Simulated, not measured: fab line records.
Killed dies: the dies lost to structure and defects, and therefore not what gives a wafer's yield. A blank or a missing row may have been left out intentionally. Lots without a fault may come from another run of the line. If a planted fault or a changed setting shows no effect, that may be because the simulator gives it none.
Split-lot study || flow n5_finfet || on a route of 1938 steps: 7 lots, 21 wafers read

## ABOUT THE SPLIT
At N5_HKMG_FIN_COAT_66 (time 60 s, resist thk 300 nm), the setting spin_rpm was moved away from the recipe's 1500 rpm on 8 of the 21 wafers read, by -9.3% to +7.3%. For the rest of the wafers, this setting stayed at what the recipe calls for.

The reading is taken at the split's own step.

## THE READING
SOC_of_HKMG_FIN_COAT_66.thk_nm (the simulator's own value, which no gauge read), in nm, at N5_HKMG_FIN_COAT_66 (time 60 s, resist thk 300 nm). There is no usual value for it anywhere in the file. Across the 13 wafers here that went through the recipe, the average is 300.8 nm and the standard deviation 0.53 nm.

{"wafer": "L077.2", "tool, chamber at the split": "litho_track-04, 0", "spin_rpm as run, rpm": 1569, "against the recipe": "+4.6%", "SOC_of_HKMG_FIN_COAT_66.thk_nm, nm": 294.4, "against lot-mates on the recipe": -6.4}
{"wafer": "L077.4", "tool, chamber at the split": "litho_track-04, 0", "spin_rpm as run, rpm": 1569, "against the recipe": "+4.6%", "SOC_of_HKMG_FIN_COAT_66.thk_nm, nm": 294.8, "against lot-mates on the recipe": -6.0}
{"wafer": "L077.6", "tool, chamber at the split": "litho_track-04, 0", "spin_rpm as run, rpm": 1500, "against the recipe": "recipe", "SOC_of_HKMG_FIN_COAT_66.thk_nm, nm": 300.8, "against lot-mates on the recipe": "-"}
{"wafer": "L084.2", "tool, chamber at the split": "litho_track-04, 0", "spin_rpm as run, rpm": 1500, "against the recipe": "recipe", "SOC_of_HKMG_FIN_COAT_66.thk_nm, nm": 300.4, "against lot-mates on the recipe": "-"}
{"wafer": "L084.5", "tool, chamber at the split": "litho_track-04, 0", "spin_rpm as run, rpm": 1500, "against the recipe": "recipe", "SOC_of_HKMG_FIN_COAT_66.thk_nm, nm": 300.4, "against lot-mates on the recipe": "-"}
{"wafer": "L084.3", "tool, chamber at the split": "litho_track-04, 0", "spin_rpm as run, rpm": 1500, "against the recipe": "recipe", "SOC_of_HKMG_FIN_COAT_66.thk_nm, nm": 300.2, "against lot-mates on the recipe": "-"}
{"wafer": "L089.1", "tool, chamber at the split": "litho_track-03, 0", "spin_rpm as run, rpm": 1440, "against the recipe": "-4.0%", "SOC_of_HKMG_FIN_COAT_66.thk_nm, nm": 307.4, "against lot-mates on the recipe": "+6.4"}
{"wafer": "L089.4", "tool, chamber at the split": "litho_track-03, 0", "spin_rpm as run, rpm": 1440, "against the recipe": "-4.0%", "SOC_of_HKMG_FIN_COAT_66.thk_nm, nm": 307.8, "against lot-mates on the recipe": "+6.8"}
{"wafer": "L089.6", "tool, chamber at the split": "litho_track-03, 0", "spin_rpm as run, rpm": 1500, "against the recipe": "recipe", "SOC_of_HKMG_FIN_COAT_66.thk_nm, nm": 301, "against lot-mates on the recipe": "-"}
{"wafer": "L090.4", "tool, chamber at the split": "litho_track-01, 0", "spin_rpm as run, rpm": 1500, "against the recipe": "recipe", "SOC_of_HKMG_FIN_COAT_66.thk_nm, nm": 300, "against lot-mates on the recipe": "-"}
{"wafer": "L090.5", "tool, chamber at the split": "litho_track-01, 0", "spin_rpm as run, rpm": 1609, "against the recipe": "+7.3%", "SOC_of_HKMG_FIN_COAT_66.thk_nm, nm": 289.8, "against lot-mates on the recipe": -10.2}
{"wafer": "L090.6", "tool, chamber at the split": "litho_track-01, 0", "spin_rpm as run, rpm": 1609, "against the recipe": "+7.3%", "SOC_of_HKMG_FIN_COAT_66.thk_nm, nm": 290.2, "against lot-mates on the recipe": -9.8}
{"wafer": "L093.1", "tool, chamber at the split": "litho_track-01, 0", "spin_rpm as run, rpm": 1500, "against the recipe": "recipe", "SOC_of_HKMG_FIN_COAT_66.thk_nm, nm": 301.8, "against lot-mates on the recipe": "-"}
{"wafer": "L093.3", "tool, chamber at the split": "litho_track-01, 0", "spin_rpm as run, rpm": 1360, "against the recipe": "-9.3%", "SOC_of_HKMG_FIN_COAT_66.thk_nm, nm": 316.4, "against lot-mates on the recipe": "+14.6"}
{"wafer": "L093.6", "tool, chamber at the split": "litho_track-01, 0", "spin_rpm as run, rpm": 1360, "against the recipe": "-9.3%", "SOC_of_HKMG_FIN_COAT_66.thk_nm, nm": 317.4, "against lot-mates on the recipe": "+15.6"}
{"wafer": "L092.1", "tool, chamber at the split": "litho_track-01, 0", "spin_rpm as run, rpm": 1500, "against the recipe": "recipe", "SOC_of_HKMG_FIN_COAT_66.thk_nm, nm": 300.8, "against lot-mates on the recipe": "-"}
{"wafer": "L092.3", "tool, chamber at the split": "litho_track-01, 0", "spin_rpm as run, rpm": 1500, "against the recipe": "recipe", "SOC_of_HKMG_FIN_COAT_66.thk_nm, nm": 300.4, "against lot-mates on the recipe": "-"}
{"wafer": "L092.4", "tool, chamber at the split": "litho_track-01, 0", "spin_rpm as run, rpm": 1500, "against the recipe": "recipe", "SOC_of_HKMG_FIN_COAT_66.thk_nm, nm": 301.4, "against lot-mates on the recipe": "-"}
{"wafer": "L096.2", "tool, chamber at the split": "litho_track-04, 0", "spin_rpm as run, rpm": 1500, "against the recipe": "recipe", "SOC_of_HKMG_FIN_COAT_66.thk_nm, nm": 301.6, "against lot-mates on the recipe": "-"}
{"wafer": "L096.3", "tool, chamber at the split": "litho_track-04, 0", "spin_rpm as run, rpm": 1500, "against the recipe": "recipe", "SOC_of_HKMG_FIN_COAT_66.thk_nm, nm": 300.6, "against lot-mates on the recipe": "-"}
{"wafer": "L096.6", "tool, chamber at the split": "litho_track-04, 0", "spin_rpm as run, rpm": 1500, "against the recipe": "recipe", "SOC_of_HKMG_FIN_COAT_66.thk_nm, nm": 300.6, "against lot-mates on the recipe": "-"}

THE FIT
A straight line over all 21 wafers: SOC_of_HKMG_FIN_COAT_66.thk_nm changes by -1.6 nm for each +1% of spin_rpm; r = -0.99; the points scatter about the line by 0.7 nm.
The same after taking each lot's own level away (the mean of its wafers on the recipe; 21 wafers): -1.51 nm for each +1%; r = -1.00; scatter 0.54 nm.
According to that fit, moving spin_rpm by its largest amount changes the reading by 14 nm.
The lots' own levels span 300.00 to 301.80 nm, that is 3.4 times the standard deviation above.
The two slopes agree, so the slope changes little with the lot-to-lot level.
Check: with one of the wafers moved furthest among these (-9.3%) left out of the fit, the line predicts +14.4 nm for it against its lot-mates. It came out at +14.6 nm against them.

## THE OTHER SPLITS THESE WAFERS WENT THROUGH
Note: prior to the reading, these wafers also went through further splits. Each is held against what the fit with the lots' levels taken away leaves over:
{"other split on the same wafers": "N5_SDB_COAT_05 spin_rpm", "wafers away from the commonest value": 5, "r with SOC_of_HKMG_FIN_COAT_66.thk_nm (lot level and that fit taken away)": -0.14}

## FILE'S OWN FIT
SOC_of_HKMG_FIN_COAT_66.thk_nm changes by -1.52 nm for each +1% of spin_rpm, r = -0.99.
